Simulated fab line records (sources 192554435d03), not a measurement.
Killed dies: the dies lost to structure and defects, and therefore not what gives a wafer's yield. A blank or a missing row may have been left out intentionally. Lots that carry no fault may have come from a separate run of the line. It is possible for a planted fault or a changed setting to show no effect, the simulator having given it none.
fab line records | flow n5Finfet | part 1 of 2: steps 1 to 32 of 38
record: lots: 5 wafers: 15 lastDay: 16
route steps=1938 shown WELL_APT@36 PMOS_HMC_CHANNEL_EPI@57
lots that met no fault: from a run of the same line without faults
startH: the number of hours between the record's first day and the start of the first shown wafer of the lot | waitH: hours elapsed since this lot's preceding step | " the same as in the row above | L1.1+2: several wafers, shown together as one row | - value missing, or start not given | * or withheld: withheld | < > ~ a bound
route shown NAME@n: names a module that has steps shown in the file, with the first one's number in the route | usual: average and standard deviation across the fault-free wafers | same: alike in all rows | chamber/n: place in a boat | sites: each site's reading | _std_site: the standard deviation of these | _edge_site: the outer-site mean with the inner-site mean subtracted | radiusMm: how far each site lies from the wafer's centre | mask NAME#n: copy n | behind: the most recent tool/chamber to have shaped the wafer | hold: cause of the lot's hold/its duration in hours/its outcome | device: which transistor (n, p or np) failed to switch | end of line: the tests these same wafers got at the end of their route | a step given without rows: its recipe and nothing more | killed: dies lost to structure and defects at the first sort, not the wafer's yield | map: the dies of a wafer, with x for killed, . for not killed, _ for no die there
set.NAME: the run value of the setting; set.NAME@STEP: its run value at that earlier step | model.NAME: the simulator's own value behind a step, which no gauge read
lots at selected steps of the route; one table per step, one row per wafer
services: from which hour (startH, from the record's first day; less than 0 if before it) a tool's chamber was out of use, for how many hours, and why
== steps ==
step: N5_WELL_APT_COAT_19
recipe: spinRpm: 1357 resistThkNm: 950
columns lot.wafer tool chamber startH waitH
L075.1+2+5 lithoTrack-02 0 - -
L077.2+5+6 lithoTrack-05 0 - -
L085.1+2+4 lithoTrack-02 0 - -
L089.1+2+3 lithoTrack-05 0 - -
L092.4+5+6 lithoTrack-02 0 - -
step: N5_WELL_APT_EBR_21
recipe: solvent: PGMEA ebrWidthMm: 1.5
same: ebrWidthMm: 1.5
columns lot.wafer tool chamber startH waitH
L075.1+2+5 lithoTrack-02 0 - -
L077.2+5+6 lithoTrack-05 0 - -
L085.1+2+4 lithoTrack-02 0 - -
L089.1+2+3 lithoTrack-05 0 - -
L092.4+5+6 lithoTrack-02 0 - -
step: N5_WELL_APT_SOFTBAKE_20
recipe: tempC: 130 timeS: 60
columns lot.wafer tool chamber startH waitH
L075.1+2+5 lithoTrack-02 0 - -
L077.2+5+6 lithoTrack-05 0 - -
L085.1+2+4 lithoTrack-02 0 - -
L089.1+2+3 lithoTrack-05 0 - -
L092.4+5+6 lithoTrack-02 0 - -
step: N5_WELL_APT_EXPOSE_22
recipe: maskId: PWELL na: 0.8 sourceShape: conventional sigmaOuter: 0.8 polarization: unpolarized defocusNm: 0 targetCdNm: 200 doseMj: 23.2
columns lot.wafer tool chamber startH waitH mask
L075.1+2+5 krfScanner-01 0 21.30 - PWELL#0
L077.2+5+6 krfScanner-01 0 32.84 - PWELL#0
L085.1+2+4 krfScanner-01 0 80.98 - PWELL#0
L089.1+2+3 krfScanner-02 0 104.64 - PWELL#0
L092.4+5+6 krfScanner-02 0 122.78 - PWELL#0
step: N5_WELL_APT_PEB_23
recipe: pebTempC: 130 pebTimeS: 90
same: pebTimeS: 90
columns lot.wafer tool chamber startH waitH
L075.1+2+5 lithoTrack-02 0 21.36 0.1
L077.2+5+6 lithoTrack-05 0 32.89 0.0
L085.1+2+4 lithoTrack-04 0 81.03 0.1
L089.1+2+3 lithoTrack-05 0 104.70 0.1
L092.4+5+6 lithoTrack-05 0 122.82 0.0
step: N5_WELL_APT_DEVELOP_24
recipe: developTimeS: 45 rinseLiquid: surfactantRinse dry: airSpin devTempC: 21
usual: developerTempC: 21.02/0.1
columns lot.wafer tool chamber startH waitH developerTempC
L075.1 lithoTrack-02 0 - - 21.16
L075.2 " 0 " " 21.08
L075.5 " 0 " " 21.13
L077.2 lithoTrack-05 0 - - 20.97
L077.5 " 0 " " 20.94
L077.6 " 0 " " 21.04
L085.1 lithoTrack-04 0 - - 21.01
L085.2 " 0 " " 21.02
L085.4 " 0 " " 21.23
L089.1 lithoTrack-05 0 - - 20.68
L089.2 " 0 " " 20.95
L089.3 " 0 " " 21.04
L092.4 lithoTrack-05 0 - - 21.16
L092.5 " 0 " " 21.07
L092.6 " 0 " " 21.09
step: N5_WELL_APT_HARDBAKE_29
recipe: tempC: 130 timeS: 120
columns lot.wafer tool chamber startH waitH
L075.1+2+5 lithoTrack-02 0 - -
L077.2+5+6 lithoTrack-05 0 - -
L085.1+2+4 lithoTrack-04 0 - -
L089.1+2+3 lithoTrack-05 0 - -
L092.4+5+6 lithoTrack-05 0 - -
step: N5_WELL_APT_CD_MEAS_25
recipe: targetCdNm: 200 landingEnergyEv: 500 detector: seInlens
usual: cdNm: 200.1/2.1
columns lot.wafer tool chamber startH waitH cdNm
L075.1 cdSem-01 0 21.47 - 197.6
L075.2 " 0 " " 201.1
L075.5 " 0 " " 197.2
L077.2 cdSem-02 0 33.00 - 202.1
L077.5 " 0 " " 203.7
L077.6 " 0 " " 201.0
L085.1 cdSem-02 0 81.15 - 200.6
L085.2 " 0 " " 196.6
L085.4 " 0 " " 197.3
L089.1 cdSem-01 0 104.81 - 203.5
L089.2 " 0 " " 200.6
L089.3 " 0 " " 202.4
L092.4 cdSem-03 0 122.93 - 200.2
L092.5 " 0 " " 201.3
L092.6 " 0 " " 198.4
step: N5_WELL_APT_OVL_MEAS_26
recipe: pointsPerWafer: 44
usual: PWELL_OVL: 0/5.2
columns lot.wafer tool chamber startH waitH PWELL_OVL[nm]
L075.1 overlay-01 0 21.50 0.0 8
L075.2 " 0 " " 0
L075.5 " 0 " " 8
L077.2 overlay-01 0 33.03 0.0 -2
L077.5 " 0 " " -10
L077.6 " 0 " " -10
L085.1 overlay-02 0 81.18 0.0 8
L085.2 " 0 " " 5
L085.4 " 0 " " 7
L089.1 overlay-01 0 104.85 0.0 -5
L089.2 " 0 " " -2
L089.3 " 0 " " -8
L092.4 overlay-01 0 122.99 0.1 0
L092.5 " 0 " " -2
L092.6 " 0 " " 2
step: N5_WELL_APT_INSPECT_27
recipe: mode: adi inspectInstrument: macro
usual: rawDefectCount: 2.1/1.6
columns lot.wafer tool chamber startH waitH rawDefectCount
L075.1 defectInspect-02 - 21.52 0.0 3
L075.2 " - " " 2
L075.5 " - " " 1
L077.2 defectInspect-02 - 33.06 0.0 2
L077.5 " - " " 4
L077.6 " - " " 0
L085.1 defectInspect-01 - 81.20 0.0 1
L085.2 " - " " 3
L085.4 " - " " 3
L089.1 defectInspect-02 - 104.87 0.0 0
L089.2 " - " " 0
L089.3 " - " " 2
L092.4 defectInspect-02 - 123.01 0.0 0
L092.5 " - " " 2
L092.6 " - " " 2
step: N5_WELL_APT_DESCUM_30
recipe: chemistry: O2 timeS: 7.9 sourcePowerW: 50 biasPowerW: 20 pressureMtorr: 20 rfFrequencyHz: 2.712e+07 tempC: 40 o2FlowSccm: 225
usual: drypumpMotorCurrentA: 5.8/0.52 oesProductAu: 0.86/0.083 rfVppV: 243.6/1.4 showerheadPlenumPTorr: 2.12/0.074 throttleValvePct: 20.47/0.25
columns lot.wafer tool chamber startH waitH drypumpMotorCurrentA oesProductAu rfHoursCounterH rfVppV showerheadPlenumPTorr throttleValvePct
L075.1 rieDiel-03 1 21.56 0.0 6.6 0.84 61 243.4 2.12 20.78
L075.2 " 2 " " 5.8 0.82 101 242.1 2.02 20.36
L075.5 " 2 " " 5.7 0.83 - 242.2 2.02 20.33
L077.2 rieDiel-06 2 33.09 0.0 5.1 0.77 120 242.0 2.02 20.55
L077.5 " 3 " " 6.8 0.68 - 240.3 1.96 20.56
L077.6 " 2 " " 5.1 0.78 - 242.4 2.02 20.55
L085.1 rieDiel-01 0 81.24 0.0 5.2 0.89 43 244.4 2.13 20.11
L085.2 " 3 " " 5.5 0.86 58 242.8 2.11 20.56
L085.4 " 2 " " 6.2 0.98 1 244.5 2.12 20.36
L089.1 rieDiel-06 3 104.90 0.0 6.8 0.94 17 246.7 2.22 20.28
L089.2 " 1 " " 5.7 0.91 32 243.5 2.15 20.46
L089.3 " 0 " " 6.4 0.90 24 244.1 2.21 19.85
L092.4 rieDiel-03 2 123.08 0.1 5.8 0.79 - 239.8 2.01 20.41
L092.5 " 1 " " 6.6 0.81 - 242.9 2.11 20.81
L092.6 " 3 " " 5.2 0.89 - 246.5 2.22 20.49
step: N5_WELL_APT_IMPLANT_31
recipe: species: B energyKev: 60 doseCm2: 1.5e+13 tiltDeg: 0 rotationDeg: 0
columns lot.wafer tool chamber startH waitH
L075.1+2+5 implanter-02 0 21.66 0.1
L077.2+5+6 implanter-02 0 33.22 0.1
L085.1+2+4 implanter-02 0 81.34 0.1
L089.1+2+3 implanter-01 0 105.00 0.1
L092.4+5+6 implanter-01 0 123.23 0.1
step: N5_WELL_APT_IMPLANT_32
recipe: species: BF2 energyKev: 50 doseCm2: 2e+13 tiltDeg: 0 rotationDeg: 0
columns lot.wafer tool chamber startH waitH
L075.1+2+5 implanter-02 0 21.84 0.1
L077.2+5+6 implanter-02 0 33.40 0.1
L085.1+2+4 implanter-02 0 81.52 0.1
L089.1+2+3 implanter-01 0 105.18 0.1
L092.4+5+6 implanter-01 0 123.41 0.1
step: N5_WELL_APT_STRIP_33
recipe: chemistry: SPM timeS: 900 tempC: 130 h2so4H2o2VolRatio: 4 dry: ipaMarangoni
columns lot.wafer tool chamber startH waitH
L075.1+2+5 wetBench-01 3,6,2 22.05 0.2
L077.2+5+6 wetBench-01 4,3,2 33.58 0.1
L085.1+2+4 wetBench-01 6,4,0 81.72 0.2
L089.1+2+3 wetBench-05 4,3,7 105.39 0.2
L092.4+5+6 wetBench-05 2,5,1 123.53 0.1
step: N5_WELL_APT_RTA_34
recipe: tempC: 1000 timeS: 10 ambient: N2 idleTempC: 600 rampUpCPerS: 150 rampDownCPerS: 60 coolToC: 600
usual: lampPowerPct: 12.99/0.055 lamp_zone_4_pct: 12.995/0.029 wafer_temp_C_max: 1003.7/0.96
columns lot.wafer tool chamber startH waitH lampPowerPct lamp_zone_4_pct wafer_temp_C_max
L075.1 rtpAnneal-02 0 22.32 0.0 13.02 13.008 1002.8
L075.2 " 0 " " 12.93 13.005 1002.4
L075.5 " 0 " " 13.09 12.970 1004.7
L077.2 rtpAnneal-01 0 34.00 0.2 12.94 12.995 1003.0
L077.5 " 0 " " 13.01 13.011 1003.5
L077.6 " 0 " " 12.99 13.009 1003.0
L085.1 rtpAnneal-01 0 82.00 0.0 12.97 13.007 1003.8
L085.2 " 0 " " 13.01 13.043 1002.9
L085.4 " 0 " " 13.00 12.984 1002.3
L089.1 rtpAnneal-01 0 105.75 0.1 13.00 12.983 1005.8
L089.2 " 0 " " 12.98 13.035 1003.0
L089.3 " 0 " " 12.96 12.931 1003.5
L092.4 rtpAnneal-01 0 123.86 0.1 12.92 12.984 1004.6
L092.5 " 0 " " 13.03 12.992 1002.3
L092.6 " 0 " " 12.98 12.977 1003.6
step: N5_WELL_APT_OXIDE_STRIP_42
recipe: chemistry: dHF dilution: 25:1 timeS: 45 tempC: 25 target: SiO2 targetDepthA: 120
columns lot.wafer tool chamber startH waitH
L075.1+2+5 wetBench-04 4,0,6 22.47 0.1
L077.2+5+6 wetBench-01 4,5,2 34.12 0.1
L085.1+2+4 wetBench-05 7,2,6 82.14 0.1
L089.1+2+3 wetBench-05 6,4,5 105.90 0.1
L092.4+5+6 wetBench-05 7,2,3 123.95 0.1
step: N5_WELL_APT_PRECLEAN_36
recipe: chemistry: O3/DIW timeS: 45 tempC: 22 o3Ppm: 10
columns lot.wafer tool chamber startH waitH
L075.1+2+5 wetBench-04 4,0,6 22.48 0.0
L077.2+5+6 wetBench-01 4,5,2 34.14 0.0
L085.1+2+4 wetBench-05 7,2,6 82.16 0.0
L089.1+2+3 wetBench-05 6,4,5 105.92 0.0
L092.4+5+6 wetBench-05 7,2,3 123.96 0.0
step: N5_WELL_APT_PRECLEAN_39
recipe: chemistry: dHF timeS: 60 dilution: 150:1 tempC: 25
columns lot.wafer tool chamber startH waitH
L075.1+2+5 wetBench-04 4,0,6 22.49 0.0
L077.2+5+6 wetBench-01 4,5,2 34.15 0.0
L085.1+2+4 wetBench-05 7,2,6 82.17 0.0
L089.1+2+3 wetBench-05 6,4,5 105.93 0.0
L092.4+5+6 wetBench-05 7,2,3 123.98 0.0
step: N5_WELL_APT_SRD_37
recipe: dry: ipaMarangoni doPpb: 5 timeS: 30 tempC: 23 rinseLiquid: diw
columns lot.wafer tool chamber startH waitH
L075.1+2+5 wetBench-04 4,0,6 22.51 0.0
L077.2+5+6 wetBench-01 4,5,2 34.17 0.0
L085.1+2+4 wetBench-05 7,2,6 82.19 0.0
L089.1+2+3 wetBench-05 6,4,5 105.95 0.0
L092.4+5+6 wetBench-05 7,2,3 123.99 0.0
step: N5_WELL_APT_EPI_41
recipe: material: Si targetThkA: 500 tempC: 650 precursor: SiH4/H2 pressureTorr: 20 timeS: 297.7
usual: throttleValvePct: 11.10/0.28
columns lot.wafer tool chamber startH waitH throttleValvePct
L075.1 epiRpcvd-01 0 22.56 0.0 11.10
L075.2 " 0 " " 11.50
L075.5 " 0 " " 11.29
L077.2 epiRpcvd-01 0 34.35 0.2 11.11
L077.5 " 0 " " 11.32
L077.6 " 0 " " 11.35
L085.1 epiRpcvd-04 0 82.24 0.0 11.30
L085.2 " 0 " " 11.09
L085.4 " 0 " " 11.15
L089.1 epiRpcvd-04 0 106.00 0.0 11.21
L089.2 " 0 " " 11.29
L089.3 " 0 " " 11.18
L092.4 epiRpcvd-01 0 124.34 0.3 11.31
L092.5 " 0 " " 11.24
L092.6 " 0 " " 11.39
step: N5_WELL_APT_INSPECT_38
recipe: inspectInstrument: darkfield mode: postEpi
usual: rawDefectCount: 14/4.7
columns lot.wafer tool chamber startH waitH rawDefectCount
L075.1 defectInspect-01 - 23.39 0.7 12
L075.2 " - " " 23
L075.5 " - " " 18
L077.2 defectInspect-02 - 35.05 0.6 18
L077.5 " - " " 24
L077.6 " - " " 10
L085.1 defectInspect-02 - 83.09 0.7 8
L085.2 " - " " 10
L085.4 " - " " 12
L089.1 defectInspect-02 - 106.63 0.5 18
L089.2 " - " " 14
L089.3 " - " " 16
L092.4 defectInspect-01 - 124.68 0.2 14
L092.5 " - " " 18
L092.6 " - " " 8
step: N5_PMOS_HMC_CHANNEL_EPI_HM_DEP_34
recipe: material: SiO2 targetThkA: 360 tempC: 400 precursor: TEOS/O2 pressureTorr: 6.5 rfW: 900 teosFlowSccm: 161.4 gas: O2 flowSccm: 2650 timeS: 6.9
usual: heaterPowerW: 545/87 showerheadPlenumPTorr: 8.335/0.028 throttleValvePct: 18.5/0.93
columns lot.wafer tool chamber startH waitH heaterPowerW showerheadPlenumPTorr sinceWetCleanH throttleValvePct
L075.1 pecvd-03 1 23.43 0.0 380 8.329 1452 19.8
L075.2 " 0 " " 551 8.370 727 18.3
L075.5 " 1 " " 385 8.343 - 20.1
L077.2 pecvd-01 1 35.09 0.0 637 8.352 1645 18.6
L077.5 " 1 " " 677 8.322 - 18.7
L077.6 " 2 " " 457 8.345 - 19.5
L085.1 pecvd-03 1 83.13 0.0 434 8.332 1512 19.9
L085.2 " 2 " " 434 8.335 24 17.2
L085.4 " 1 " " 436 8.321 - 19.8
L089.1 pecvd-03 1 106.67 0.0 490 8.324 1536 19.8
L089.2 " 2 " " 509 8.314 47 17.0
L089.3 " 0 " " 547 8.381 811 18.2
L092.4 pecvd-02 1 124.73 0.0 572 8.366 - 17.5
L092.5 " 0 " " 715 8.320 - 18.2
L092.6 " 2 " " 538 8.313 - 17.0
step: N5_PMOS_HMC_CHANNEL_EPI_COAT_31
recipe: resist: BARC tempC: 205 timeS: 60 spinRpm: 1500 resistThkNm: 66
columns lot.wafer tool chamber startH waitH
L075.1+2+5 lithoTrack-01 0 23.50 0.1
L077.2+5+6 lithoTrack-03 0 35.15 0.0
L085.1+2+4 lithoTrack-01 0 83.20 0.1
L089.1+2+3 lithoTrack-02 0 106.72 0.0
L092.4+5+6 lithoTrack-03 0 124.77 0.0
step: N5_PMOS_HMC_CHANNEL_EPI_COAT_03
recipe: resist: CAR-ArF-block spinRpm: 1500 resistThkNm: 205
columns lot.wafer tool chamber startH waitH
L075.1+2+5 lithoTrack-01 0 - -
L077.2+5+6 lithoTrack-03 0 - -
L085.1+2+4 lithoTrack-01 0 - -
L089.1+2+3 lithoTrack-02 0 - -
L092.4+5+6 lithoTrack-03 0 - -
step: N5_PMOS_HMC_CHANNEL_EPI_EBR_05
recipe: solvent: PGMEA ebrWidthMm: 1.5
same: ebrWidthMm: 1.5
columns lot.wafer tool chamber startH waitH
L075.1+2+5 lithoTrack-01 0 - -
L077.2+5+6 lithoTrack-03 0 - -
L085.1+2+4 lithoTrack-01 0 - -
L089.1+2+3 lithoTrack-02 0 - -
L092.4+5+6 lithoTrack-03 0 - -
step: N5_PMOS_HMC_CHANNEL_EPI_SOFTBAKE_04
recipe: tempC: 110 timeS: 60 resist: CAR-ArF-block
columns lot.wafer tool chamber startH waitH
L075.1+2+5 lithoTrack-01 0 - -
L077.2+5+6 lithoTrack-03 0 - -
L085.1+2+4 lithoTrack-01 0 - -
L089.1+2+3 lithoTrack-02 0 - -
L092.4+5+6 lithoTrack-03 0 - -
step: N5_PMOS_HMC_CHANNEL_EPI_EXPOSE_06
recipe: maskId: PMOS_HMC_BLK na: 1.35 sourceShape: conventional sigmaOuter: 0.8 polarization: unpolarized targetCdNm: 240 doseMj: 41
columns lot.wafer tool chamber startH waitH mask
L075.1+2+5 arfiScanner-02 0 23.73 - PMOS_HMC_BLK#0
L077.2+5+6 arfiScanner-01 0 35.25 - PMOS_HMC_BLK#0
L085.1+2+4 arfiScanner-02 0 83.30 - PMOS_HMC_BLK#0
L089.1+2+3 arfiScanner-03 0 106.82 - PMOS_HMC_BLK#0
L092.4+5+6 arfiScanner-02 0 125.01 - PMOS_HMC_BLK#0
step: N5_PMOS_HMC_CHANNEL_EPI_PEB_07
recipe: pebTempC: 110 pebTimeS: 60 resist: CAR-ArF-block
same: pebTimeS: 60
columns lot.wafer tool chamber startH waitH
L075.1+2+5 lithoTrack-02 0 23.78 0.1
L077.2+5+6 lithoTrack-01 0 35.30 0.0
L085.1+2+4 lithoTrack-01 0 83.35 0.1
L089.1+2+3 lithoTrack-03 0 106.88 0.1
L092.4+5+6 lithoTrack-03 0 125.06 0.0
step: N5_PMOS_HMC_CHANNEL_EPI_DEVELOP_08
recipe: developTimeS: 30 developer: TMAH resist: CAR-ArF-block devTempC: 23 rinseLiquid: diw dry: airSpin
usual: developerTempC: 22.99/0.1
columns lot.wafer tool chamber startH waitH developerTempC
L075.1 lithoTrack-02 0 - - 22.89
L075.2 " 0 " " 22.97
L075.5 " 0 " " 22.87
L077.2 lithoTrack-01 0 - - 23.18
L077.5 " 0 " " 23.04
L077.6 " 0 " " 23.06
L085.1 lithoTrack-01 0 - - 22.98
L085.2 " 0 " " 23.06
L085.4 " 0 " " 22.92
L089.1 lithoTrack-03 0 - - 23.02
L089.2 " 0 " " 23.07
L089.3 " 0 " " 22.96
L092.4 lithoTrack-03 0 - - 22.92
L092.5 " 0 " " 22.86
L092.6 " 0 " " 22.85
step: N5_PMOS_HMC_CHANNEL_EPI_CD_MEAS_09
recipe: targetCdNm: 237.4 landingEnergyEv: 500 detector: seInlens
usual: cdNm: 237.2/0.99
columns lot.wafer tool chamber startH waitH cdNm
L075.1 cdSem-03 0 23.85 - 237.6
L075.2 " 0 " " 239.4
L075.5 " 0 " " 237.5
L077.2 cdSem-01 0 35.37 - 236.7
L077.5 " 0 " " 236.7
L077.6 " 0 " " 236.2
L085.1 cdSem-03 0 83.42 - 238.4
L085.2 " 0 " " 239.0
L085.4 " 0 " " 238.8
L089.1 cdSem-02 0 106.95 - 237.4
L089.2 " 0 " " 237.0
L089.3 " 0 " " 237.1
L092.4 cdSem-01 0 125.12 - 236.7
L092.5 " 0 " " 236.6
L092.6 " 0 " " 235.0
step: N5_PMOS_HMC_CHANNEL_EPI_OVL_MEAS_10
recipe: pointsPerWafer: 44
usual: PMOS_HMC_BLK_OVL: 0.4/0.75
columns lot.wafer tool chamber startH waitH PMOS_HMC_BLK_OVL[nm]
L075.1 overlay-01 0 23.88 0.0 1.7
L075.2 " 0 " " 1.0
L075.5 " 0 " " 0.9
L077.2 overlay-01 0 35.40 0.0 1.0
L077.5 " 0 " " -0.2
L077.6 " 0 " " 1.1
L085.1 overlay-01 0 83.45 0.0 0.6
L085.2 " 0 " " 0.9
L085.4 " 0 " " 0.3
L089.1 overlay-02 0 106.98 0.0 1.3
L089.2 " 0 " " 1.1
L089.3 " 0 " " 0.9
L092.4 overlay-02 0 125.15 0.0 1.0
L092.5 " 0 " " -0.4
L092.6 " 0 " " 0.3
step: N5_PMOS_HMC_CHANNEL_EPI_INSPECT_11
recipe: mode: adi inspectInstrument: macro
usual: rawDefectCount: 2.1/1.4
columns lot.wafer tool chamber startH waitH rawDefectCount
L075.1 defectInspect-02 - 23.90 0.0 2
L075.2 " - " " 1
L075.5 " - " " 1
L077.2 defectInspect-02 - 35.42 0.0 3
L077.5 " - " " 2
L077.6 " - " " 1
L085.1 defectInspect-02 - 83.48 0.0 0
L085.2 " - " " 3
L085.4 " - " " 4
L089.1 defectInspect-02 - 107.00 0.0 2
L089.2 " - " " 1
L089.3 " - " " 2
L092.4 defectInspect-01 - 125.18 0.0 0
L092.5 " - " " 5
L092.6 " - " " 2
